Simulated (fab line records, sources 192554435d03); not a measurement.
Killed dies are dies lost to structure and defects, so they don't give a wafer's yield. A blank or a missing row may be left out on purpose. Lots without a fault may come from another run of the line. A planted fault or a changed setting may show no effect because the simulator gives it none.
Tool commonality check | flow n5_finfet | 10 lots, 30 wafers sampled

WHY IT WAS OPENED
At N5_BEOL_M4_RC_MEAS_101 the reading VT_P_LONG is flagged on 3 of 10 lots. Wafers without a fault read -275.5 mV, standard deviation 2.8.
Rule: a lot is flagged when every wafer of it that has a number lies more than 4 standard deviations from that mean, or none has a number. The other lots count as sound.

lot  | measured     | on        | VT_P_LONG (mV), wafer by wafer | flag
L636 | day 8 15:58  | prober-01 | -280.0 -278.8 -279.0           |
L640 | day 9 19:38  | prober-02 | -278.5 -276.2 -279.6           |
L641 | day 10 07:00 | prober-01 | -275.3 -276.5 -273.6           |
L644 | day 10 11:12 | prober-02 | -278.5 -277.5 -275.6           |
L647 | day 11 11:40 | prober-02 | -319.6 -320.0 -321.5           | FLAGGED
L649 | day 12 04:38 | prober-02 | -314.0 -313.2 -318.2           | FLAGGED
L648 | day 12 10:47 | prober-02 | -322.4 -317.9 -319.6           | FLAGGED
L654 | day 13 15:25 | prober-01 | -273.4 -271.3 -272.1           |
L655 | day 13 21:12 | prober-01 | -275.2 -276.2 -274.9           |
L658 | day 15 00:24 | prober-02 | -272.4 -273.4 -274.7           |
The numbers of the flagged lots are -318.5 mV on average: -43.0 mV against the usual, or -15 standard deviations.

WHICH TOOL RAN EACH LOT
The record holds 2 process steps before the reading, out of a route of 1938 steps. In each cell: the tool, then ch and the chambers that the sampled wafers went through, then the start.
lot  | flag    | N5_HKMG_FIN_HK_ALD_01           | N5_HKMG_FIN_WET_ETCH_82
L636 |         | ald_hk-01 ch 1,2,3, day 4 07:39 | wet_bench-04 ch 1,2,6, day 4 10:56
L640 |         | ald_hk-02 ch 0,2,3, day 5 04:28 | wet_bench-05 ch 0,5,7, day 5 07:55
L641 |         | ald_hk-01 ch 0,1,3, day 5 13:55 | wet_bench-02 ch 0,3,4, day 5 17:03
L644 |         | ald_hk-03 ch 0,1,3, day 6 06:04 | wet_bench-04 ch 1,2,4, day 6 11:01
L647 | FLAGGED | ald_hk-03 ch 0,1,2, day 7 04:52 | wet_bench-04 ch 0,3,5, day 7 07:59
L649 | FLAGGED | ald_hk-03 ch 2,3, day 7 13:59   | wet_bench-04 ch 2,5,7, day 7 18:29
L648 | FLAGGED | ald_hk-03 ch 1,2, day 7 06:00   | wet_bench-05 ch 4,6,7, day 7 09:30
L654 |         | ald_hk-03 ch 0,1,2, day 8 22:14 | wet_bench-05 ch 0,4,5, day 9 01:14
L655 |         | ald_hk-01 ch 0,1,2, day 8 23:56 | wet_bench-04 ch 1,6,7, day 9 03:03
L658 |         | ald_hk-02 ch 1,2,3, day 9 19:20 | wet_bench-04 ch 0,5,7, day 9 22:36
What these steps do:
- N5_HKMG_FIN_HK_ALD_01: deposits HfO2, target thk 1.6 nm, pulse time 3 s, purge time 3 s.
- N5_HKMG_FIN_WET_ETCH_82: etches La2O3 in dHCl, stops on HfO2, target depth 2 nm, rinse time 30 s.
- N5_BEOL_M4_RC_MEAS_101

FLAGGED OVER TOTAL, TOOL BY TOOL (the gauges that took the reading come last)
step                    | tool         | lots run | flagged | share of the flagged lots | sound lots run after its first flagged lot
N5_HKMG_FIN_HK_ALD_01   | ald_hk-01    | 3        | 0       | none                      | -
N5_HKMG_FIN_HK_ALD_01   | ald_hk-02    | 2        | 0       | none                      | -
N5_HKMG_FIN_HK_ALD_01   | ald_hk-03    | 5        | 3       | all                       | 1 (L654)
N5_HKMG_FIN_WET_ETCH_82 | wet_bench-02 | 1        | 0       | none                      | -
N5_HKMG_FIN_WET_ETCH_82 | wet_bench-04 | 6        | 2       | some                      | 2 (L655,L658)
N5_HKMG_FIN_WET_ETCH_82 | wet_bench-05 | 3        | 1       | some                      | 1 (L654)
N5_BEOL_M4_RC_MEAS_101  | prober-01    | 4        | 0       | none                      | -
N5_BEOL_M4_RC_MEAS_101  | prober-02    | 6        | 3       | all                       | 1 (L658)

WHAT THE TABLE ALLOWS
2 rows of the table ran every flagged lot: ald_hk-03 at N5_HKMG_FIN_HK_ALD_01, prober-02 at N5_BEOL_M4_RC_MEAS_101.
- ald_hk-03 at N5_HKMG_FIN_HK_ALD_01: 3 of its 5 lots flagged. Sound lots ran on it after the first flagged one (L654), which a lasting fault on the whole tool wouldn't allow.
- prober-02 at N5_BEOL_M4_RC_MEAS_101: 3 of its 6 lots flagged. Sound lots ran on it after the first flagged one (L658), which a lasting fault on the whole tool wouldn't allow.
No row of the table ran every flagged lot and no sound lot after the first.

WHAT THE SIMULATOR HAD PUT IN
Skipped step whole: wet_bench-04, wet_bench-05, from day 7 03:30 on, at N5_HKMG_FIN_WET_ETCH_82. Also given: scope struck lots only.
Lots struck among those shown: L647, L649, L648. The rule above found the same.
